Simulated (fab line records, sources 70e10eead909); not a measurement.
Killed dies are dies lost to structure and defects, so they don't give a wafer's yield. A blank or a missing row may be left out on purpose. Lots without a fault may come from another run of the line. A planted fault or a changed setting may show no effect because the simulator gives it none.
Chamber matching | flow nand_harc | NHARC_A_STAIRCASE_DESCUM_312 on rie_diel-08: 4 sister chambers
The step chemistry O2, time 3 s. 4 wafers are shown with their chamber, then 12 later ones without.

WAFERS WITH THEIR CHAMBER
wafer  | chamber | showerhead_plenum_p_Torr (Torr)
L083.1 | 1       | 1.89
L090.4 | 3       | 1.79
L090.5 | 2       | 1.82
L090.6 | 0       | 1.79

WAFERS WITHOUT THEIR CHAMBER
wafer  | showerhead_plenum_p_Torr (Torr)
L092.4 | 1.88
L092.5 | 1.79
L092.6 | 1.82
L091.1 | 1.88
L091.3 | 1.82
L091.4 | 1.79
L093.1 | 1.88
L093.3 | 1.79
L093.4 | 1.82
L097.1 | 1.88
L097.2 | 1.79
L097.4 | 1.82

WHICH CHAMBER EACH WENT THROUGH
wafer  | from the rows above     | in truth
L092.4 | 1                       | 1
L092.5 | can't be placed: 0 or 3 | 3
L092.6 | 2                       | 2
L091.1 | 1                       | 1
L091.3 | 2                       | 2
L091.4 | can't be placed: 0 or 3 | 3
L093.1 | 1                       | 1
L093.3 | can't be placed: 0 or 3 | 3
L093.4 | 2                       | 2
L097.1 | 1                       | 1
L097.2 | can't be placed: 0 or 3 | 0
L097.4 | 2                       | 2
Placed correctly: 8 of 12. Can't be placed from these rows: 4 (the true chamber is among the candidates in 4). Placed wrongly: 0.
How it was worked out, from the rows above alone: a wafer's distance from a chamber is the root of the sum, over the readings, of the square of ((its reading less the chamber's mean) divided by the reading's scatter). The wafer belongs to the nearest chamber; if the next one is less than 2 further off, it can't be placed. A chamber's mean is the mean of its shown wafers. The scatter: with one shown wafer a chamber, the root of the mean of the squares of how far each hidden wafer lies from its nearest shown one.
